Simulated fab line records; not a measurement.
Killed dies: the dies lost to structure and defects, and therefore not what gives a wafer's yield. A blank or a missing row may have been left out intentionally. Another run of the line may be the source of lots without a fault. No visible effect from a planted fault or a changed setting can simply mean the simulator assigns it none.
fab line records ; flow n5_finfet ; part 2 of 2: steps 24 to 32 of 32
record lots=5; wafers=15; last_day=17
route steps=1938 shown BEOL_M3@1006 BEOL_M4@1021
lots that met no fault: from a run of the same line without faults
start_h: hours from the record's first day to the start of the lot's first wafer shown ; wait_h: time in hours since the lot's previous step ; " unchanged from the row above ; L1.1+2: a row that stands for several wafers ; - value missing, or start not given ; * or withheld: withheld ; < > ~ a bound
route shown NAME@n: a module of which the file shows steps, and the number in the route of the first ; usual: mean/standard deviation taken from wafers without a fault ; same: alike in all rows ; chamber/n: place in a boat ; sites: readings site by site ; _std_site: their standard deviation ; _edge_site: the outer-site mean with the inner-site mean subtracted ; radius_mm: for every site, how far away it sits from the centre of the wafer ; mask NAME#n: copy n ; behind: the tool/chamber that last shaped the wafer ; hold: why the lot went on hold/how many hours it stayed there/how the hold came to an end ; device: the transistor (n, p or np) that didn't switch ; end of line: tests of these same wafers at the route's end ; for a step that has no rows: nothing shown but its recipe ; killed: the dies lost at the first sort to structure and to defects; this is not the yield of the wafer ; map: a wafer's dies, x killed, . not, _ none there
set.NAME: the run value of the setting; set.NAME@STEP: its run value at that earlier step ; model.NAME: the simulator's own value behind a step, which no gauge read
certain route steps with their lots: each step a table, each wafer a row
services: a tool's chamber out of use, with start hour (start_h, from the record's first day; less than 0 if before it), hours out, and reason
## steps
# step N5_BEOL_M4_EBR_07
# recipe solvent=PGMEA; ebr_width_mm=1.5
# usual chill_plate_temp_C=23.00/0.12
lot.wafer;tool;chamber;start_h;wait_h;chill_plate_temp_C
L074.1;litho_track-05;0;-;-;23.13
L074.4;litho_track-05;0;-;-;23.13
L074.5;litho_track-05;0;-;-;23.21
L085.1;litho_track-01;0;-;-;22.97
L085.4;litho_track-01;0;-;-;23.20
L085.6;litho_track-01;0;-;-;23.07
L089.1;litho_track-03;0;-;-;23.09
L089.2;litho_track-03;0;-;-;23.02
L089.3;litho_track-03;0;-;-;23.10
L092.3;litho_track-01;0;-;-;23.04
L092.4;litho_track-01;0;-;-;23.00
L092.5;litho_track-01;0;-;-;23.02
L095.3;litho_track-03;0;-;-;22.82
L095.5;litho_track-03;0;-;-;23.04
L095.6;litho_track-03;0;-;-;22.95
# step N5_BEOL_M4_SOFTBAKE_06
# recipe temp_c=110; time_s=60; resist=CAR-EUV
# usual chill_plate_temp_C=23.01/0.11; heater_power_total_W=175.3/1.6; plate_temp_C=110.00/0.13
# same time_s=60
lot.wafer;tool;chamber;start_h;wait_h;chill_plate_temp_C;heater_power_total_W;plate_temp_C
L074.1;litho_track-05;0;-;-;23.02;177.6;109.88
L074.4;litho_track-05;0;-;-;22.94;176.0;109.88
L074.5;litho_track-05;0;-;-;22.95;175.7;109.85
L085.1;litho_track-01;0;-;-;23.02;176.7;110.11
L085.4;litho_track-01;0;-;-;23.01;174.2;110.04
L085.6;litho_track-01;0;-;-;23.03;175.6;110.21
L089.1;litho_track-03;0;-;-;22.92;173.8;109.95
L089.2;litho_track-03;0;-;-;22.92;173.4;109.69
L089.3;litho_track-03;0;-;-;22.84;173.4;109.84
L092.3;litho_track-01;0;-;-;23.08;175.8;109.86
L092.4;litho_track-01;0;-;-;22.91;175.5;109.95
L092.5;litho_track-01;0;-;-;22.98;175.6;109.90
L095.3;litho_track-03;0;-;-;22.84;174.1;110.10
L095.5;litho_track-03;0;-;-;22.94;177.6;110.19
L095.6;litho_track-03;0;-;-;22.84;177.1;110.25
# step N5_BEOL_M4_EXPOSE_08
# recipe mask_id=M4; na=0.33; source_shape=dipole; sigma_inner=0.369; sigma_outer=0.767; polarization=unpolarized; dose_mj=41.25
lot.wafer;tool;chamber;start_h;wait_h;mask
L074.1+4+5;euv_scanner-02;0;164.16;-;M4#0
L085.1+4+6;euv_scanner-01;0;231.27;-;M4#0
L089.1+2+3;euv_scanner-02;0;248.22;-;M4#0
L092.3+4+5;euv_scanner-01;0;274.96;-;M4#0
L095.3+5+6;euv_scanner-02;0;292.93;-;M4#0
# step N5_BEOL_M4_PEB_09
# recipe peb_temp_c=100; peb_time_s=60; resist=CAR-EUV
# usual chill_plate_temp_C=22.98/0.096; heater_power_total_W=154.2/1.1; plate_temp_C=99.99/0.12
lot.wafer;tool;chamber;start_h;wait_h;chill_plate_temp_C;heater_power_total_W;plate_temp_C
L074.1;litho_track-01;0;164.23;0.1;23.01;153.1;100.12
L074.4;litho_track-01;0;164.23;0.1;23.00;154.1;99.94
L074.5;litho_track-01;0;164.23;0.1;23.13;153.8;99.88
L085.1;litho_track-01;0;231.33;0.1;22.92;155.6;99.86
L085.4;litho_track-01;0;231.33;0.1;22.75;154.2;100.03
L085.6;litho_track-01;0;231.33;0.1;22.95;153.3;100.03
L089.1;litho_track-03;0;248.29;0.1;22.85;153.9;100.11
L089.2;litho_track-03;0;248.29;0.1;23.01;153.6;100.10
L089.3;litho_track-03;0;248.29;0.1;22.92;153.6;100.02
L092.3;litho_track-03;0;275.02;0.0;23.06;153.0;99.82
L092.4;litho_track-03;0;275.02;0.0;23.04;153.1;99.78
L092.5;litho_track-03;0;275.02;0.0;23.01;154.5;99.84
L095.3;litho_track-05;0;292.98;0.0;23.00;154.9;100.03
L095.5;litho_track-05;0;292.98;0.0;23.11;153.9;100.03
L095.6;litho_track-05;0;292.98;0.0;23.16;155.3;99.96
# step N5_BEOL_M4_DEVELOP_10
# recipe develop_time_s=30; developer=TMAH; resist=CAR-EUV; rinse_liquid=surfactant_rinse; dry=air_spin; dev_temp_c=23
# usual chill_plate_temp_C=23.01/0.11
lot.wafer;tool;chamber;start_h;wait_h;chill_plate_temp_C
L074.1;litho_track-01;0;-;-;22.88
L074.4;litho_track-01;0;-;-;22.89
L074.5;litho_track-01;0;-;-;22.94
L085.1;litho_track-01;0;-;-;23.06
L085.4;litho_track-01;0;-;-;23.09
L085.6;litho_track-01;0;-;-;23.15
L089.1;litho_track-03;0;-;-;23.07
L089.2;litho_track-03;0;-;-;22.92
L089.3;litho_track-03;0;-;-;22.89
L092.3;litho_track-03;0;-;-;22.66
L092.4;litho_track-03;0;-;-;22.87
L092.5;litho_track-03;0;-;-;22.80
L095.3;litho_track-05;0;-;-;22.85
L095.5;litho_track-05;0;-;-;22.93
L095.6;litho_track-05;0;-;-;23.14
# step N5_BEOL_M4_CD_MEAS_11
# recipe target_cd_nm=16.79; landing_energy_ev=500; detector=se_inlens; polarity=opening
# usual cd_nm=16.81/0.26
# same landing_energy_ev=500
lot.wafer;tool;chamber;start_h;wait_h;cd_nm
L074.1;cd_sem-02;0;164.29;-;16.19
L074.4;cd_sem-02;0;164.29;-;16.55
L074.5;cd_sem-02;0;164.29;-;16.38
L085.1;cd_sem-01;0;231.40;-;16.74
L085.4;cd_sem-01;0;231.40;-;16.43
L085.6;cd_sem-01;0;231.40;-;17.01
L089.1;cd_sem-01;0;248.35;-;16.76
L089.2;cd_sem-01;0;248.35;-;16.88
L089.3;cd_sem-01;0;248.35;-;16.93
L092.3;cd_sem-01;0;275.08;-;17.00
L092.4;cd_sem-01;0;275.08;-;16.77
L092.5;cd_sem-01;0;275.08;-;17.20
L095.3;cd_sem-03;0;293.05;-;16.69
L095.5;cd_sem-03;0;293.05;-;16.85
L095.6;cd_sem-03;0;293.05;-;17.05
# step N5_BEOL_M4_OVL_MEAS_12
# recipe points_per_wafer=522
# usual M4_OVL=-0.6/0.75
lot.wafer;tool;chamber;start_h;wait_h;M4_OVL[nm]
L074.1;overlay-01;0;164.32;0.0;-1.3
L074.4;overlay-01;0;164.32;0.0;-1.7
L074.5;overlay-01;0;164.32;0.0;-0.5
L085.1;overlay-01;0;231.43;0.0;0.8
L085.4;overlay-01;0;231.43;0.0;1.2
L085.6;overlay-01;0;231.43;0.0;0.7
L089.1;overlay-02;0;248.38;0.0;-1.3
L089.2;overlay-02;0;248.38;0.0;-0.9
L089.3;overlay-02;0;248.38;0.0;-1.0
L092.3;overlay-01;0;275.12;0.0;-1.8
L092.4;overlay-01;0;275.12;0.0;-1.7
L092.5;overlay-01;0;275.12;0.0;-0.8
L095.3;overlay-01;0;293.10;0.1;-0.6
L095.5;overlay-01;0;293.10;0.1;-0.6
L095.6;overlay-01;0;293.10;0.1;-0.7
# step N5_BEOL_M4_INSPECT_13
# recipe mode=adi; inspect_instrument=brightfield
# usual raw_defect_count=414/92
lot.wafer;tool;chamber;start_h;wait_h;raw_defect_count
L074.1;defect_inspect-02;-;164.38;0.1;342
L074.4;defect_inspect-02;-;164.38;0.1;310
L074.5;defect_inspect-02;-;164.38;0.1;490
L085.1;defect_inspect-02;-;231.49;0.1;285
L085.4;defect_inspect-02;-;231.49;0.1;370
L085.6;defect_inspect-02;-;231.49;0.1;303
L089.1;defect_inspect-01;-;248.44;0.1;437
L089.2;defect_inspect-01;-;248.44;0.1;348
L089.3;defect_inspect-01;-;248.44;0.1;381
L092.3;defect_inspect-01;-;275.17;0.0;249
L092.4;defect_inspect-01;-;275.17;0.0;389
L092.5;defect_inspect-01;-;275.17;0.0;437
L095.3;defect_inspect-02;-;293.15;0.0;287
L095.5;defect_inspect-02;-;293.15;0.0;361
L095.6;defect_inspect-02;-;293.15;0.0;283
# step N5_BEOL_M4_DESCUM_16
# recipe chemistry=O2; time_s=7; source_power_w=50; bias_power_w=20; pressure_mtorr=20; rf_frequency_hz=2.712e+07; temp_c=40; resist=CAR-EUV; o2_flow_sccm=225
# usual drypump_motor_current_A=5.9/0.39; oes_product_au=0.77/0.093; rf_vpp_V=242.8/1.4; showerhead_plenum_p_Torr=2.07/0.086; throttle_valve_pct=20.39/0.19
# same time_s=7
lot.wafer;tool;chamber;start_h;wait_h;drypump_motor_current_A;oes_product_au;rf_hours_counter_h;rf_vpp_V;showerhead_plenum_p_Torr;throttle_valve_pct
L074.1;rie_diel-03;0;164.52;0.1;6.3;0.67;233;244.0;2.07;20.61
L074.4;rie_diel-03;2;164.52;0.1;5.4;0.68;236;242.4;2.04;20.35
L074.5;rie_diel-03;3;164.52;0.1;5.9;0.72;-;242.7;2.06;20.00
L085.1;rie_diel-02;1;231.52;0.0;5.4;0.70;205;244.2;2.16;20.29
L085.4;rie_diel-02;0;231.52;0.0;6.3;0.73;167;241.1;1.90;20.41
L085.6;rie_diel-02;0;231.52;0.0;6.4;0.73;-;241.6;1.90;20.42
L089.1;rie_diel-02;1;248.68;0.2;5.3;0.71;210;242.2;2.16;20.28
L089.2;rie_diel-02;2;248.68;0.2;5.8;0.92;15;241.7;2.06;20.39
L089.3;rie_diel-02;0;248.68;0.2;6.4;0.73;172;241.7;1.90;20.42
L092.3;rie_diel-02;1;275.20;0.0;5.4;0.70;218;245.6;2.16;20.29
L092.4;rie_diel-02;3;275.20;0.0;6.0;0.79;-;242.0;2.01;20.45
L092.5;rie_diel-02;1;275.20;0.0;5.4;0.70;-;243.3;2.16;20.29
L095.3;rie_diel-02;2;293.18;0.0;5.8;0.87;33;243.2;2.05;20.38
L095.5;rie_diel-02;0;293.18;0.0;6.4;0.71;-;240.6;1.89;20.48
L095.6;rie_diel-02;1;293.18;0.0;5.4;0.69;-;243.6;2.15;20.32
## services
tool;chamber;start_h;hours;kind
cmp-02;-;141.44;0.3;repair
pecvd-03;-;153.80;47.8;repair
euv_scanner-01;-;160.24;4.6;pm
cvd_co-02;-;167.46;5.8;repair
euv_scanner-01;-;168.56;1.0;pm
rtp_anneal-02;-;172.88;68.0;pm
euv_scanner-02;-;179.61;1.0;pm
pecvd-04;-;180.72;0.2;repair
ecd_cu-01;-;186.21;3.0;repair
cmp-03;-;198.46;2.4;repair
cmp-02;-;210.90;4.0;pm
euv_scanner-01;-;224.75;1.0;pm
cmp-02;-;233.10;0.6;repair
euv_scanner-02;-;235.76;1.0;pm
pecvd-02;2;252.11;3.4;repair
ecd_cu-02;-;252.82;2.7;repair
pvd_sputter-03;-;254.06;7.5;repair
euv_scanner-01;-;254.81;5.8;pm
pecvd-02;-;257.22;1.5;repair
rie_diel-02;1;259.41;3.0;repair
euv_scanner-02;-;262.30;4.6;pm
rie_diel-02;0;272.35;6.4;repair
cvd_co-02;-;276.15;3.8;pm
euv_scanner-02;-;291.91;1.0;pm
